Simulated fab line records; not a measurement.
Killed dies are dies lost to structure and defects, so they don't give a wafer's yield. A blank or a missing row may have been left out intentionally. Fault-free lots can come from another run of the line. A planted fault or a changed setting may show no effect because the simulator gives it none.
Problem report in the 8D (eight disciplines) form, filled by code -- flow n5 finfet -- the parts of the form that need people (team, actions taken, sign-off) are left out

== 1. PROBLEM STATEMENT ==
Wafers with no fault read 14 with a standard deviation of 5.7, whereas killed_at_M4_up at N5_PASSIVATION_PROBE_49 reads a mean of 88 on 1 wafer of 1 lot. That puts it +13 standard deviations away from the usual mean.
Seen first at day 14 11:02 on prober-01, wafer L292.4. The record holds 1 wafer of 1 lot with a number at this step. The rule behind "out" and "out of limits": a value lying over 4 standard deviations away from the usual mean. All remaining wafers that have a number are taken as sound.

== 2. WHAT IT IS; WHAT IT IS NOT ==
question,is,is not
which readings at this step,"killed_at_M4_up, killed dies, killed on rim, sort_bin_5_function, sort n pass","killed_at_M0_to_M3, killed at contacts, killed at front end, killed at other, killed open, killed short, sort_bin_6_memory"
which lots,L292,-
which wafers of those lots,all that have a number,-
read on which tools,prober-01,-
when,from day 14 11:02,up to then (0 sound wafers)

== 3. SUSPECTS, AND WHAT RULES EACH OUT ==
Counting: a tool stays on the suspect list if, at a process step up to the reading, it processed all lots that are out and no sound lot following the first of them.
- pvd sputter-01 at N5_BEOL_M11_HM_DEP_02 (deposits TiN, target thk 20 nm): kept. It ran the lot that is out, L292 (day 12 13:09), and no sound lot after that.
- rie diel-02 at N5_MIM_BOT_ETCH_ETCH_04 (etches SiNx in CF4/O2, target depth 26 nm, time 13 s): kept. It ran the lot that is out, L292 (day 14 02:23), and no sound lot after that.
- pecvd-02 at N5_PASSIVATION_PECVD_35 (deposits SiNx from SiH4/NH3/N2, target thk 700 nm, time 151.3 s): kept. It ran the lot that is out, L292 (day 14 07:19), and no sound lot after that.
- prober-01 at N5_PASSIVATION_PROBE_49: kept. It ran the lot that is out, L292 (day 14 11:02), and no sound lot after that. On those wafers its own readings are out: killed_at_M4_up, killed dies, killed on rim, sort_bin_5_function, sort n pass.
Left after counting: pvd sputter-01 at N5_BEOL_M11_HM_DEP_02, rie diel-02 at N5_MIM_BOT_ETCH_ETCH_04, pecvd-02 at N5_PASSIVATION_PECVD_35, prober-01 at N5_PASSIVATION_PROBE_49.

== 4. THE CAUSE (what the simulator had put in) ==
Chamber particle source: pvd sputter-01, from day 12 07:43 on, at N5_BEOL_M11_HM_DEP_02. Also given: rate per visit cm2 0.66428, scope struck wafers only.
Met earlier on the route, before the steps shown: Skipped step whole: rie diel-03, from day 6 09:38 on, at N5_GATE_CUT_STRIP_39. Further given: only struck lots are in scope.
Of the 4 suspects that counting leaves, this tool is one.

== 5. THE CHAIN OF EFFECTS, in route order ==
Each row: a reading whose mean over the struck wafers that have a number lies more than 3 standard deviations from the usual. Only readings whose record carries a usual standard deviation are examined. hours: median over the lots of the time between each lot's start at the first step of this table that gives one and its start at this step. sigmas: the change, counted in usual standard deviations.
hours,step,reading,usual,on struck wafers,change,sigmas
0,N5_PASSIVATION_PROBE_49,defect limited yield,91.0 %,85.2,-5.8,-3.9
0,N5_PASSIVATION_PROBE_49,killed_at_M4_up,14,88,+74,+13
0,N5_PASSIVATION_PROBE_49,killed dies,106,175,+69,+4.1
0,N5_PASSIVATION_PROBE_49,killed on rim,14,32,+18,+4.2
0,N5_PASSIVATION_PROBE_49,sort_bin_5_function,5.2 %,9.4,+4.2,+4.5
0,N5_PASSIVATION_PROBE_49,sort n pass,1074,1005,-69,-4.1
0,N5_PASSIVATION_PROBE_49,sort yield pct,91.0 %,85.2,-5.8,-3.9
Process steps it contains:
- N5_PASSIVATION_PROBE_49

== 6. HOW IT WOULD HAVE BEEN CAUGHT EARLIER ==
In this record no reading fell out of limits until day 14 11:02, 51 hours after the fault had begun at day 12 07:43.
No tool reading at N5_BEOL_M11_HM_DEP_02 that has a usual standard deviation in the record was out on any struck wafer, so an alarm limit of 4 standard deviations on those readings would not have fired.
All the lots that are out (1) had begun N5_BEOL_M11_HM_DEP_02 on pvd sputter-01 by day 14 11:02. Holding the tool at that point would not have protected any of them.
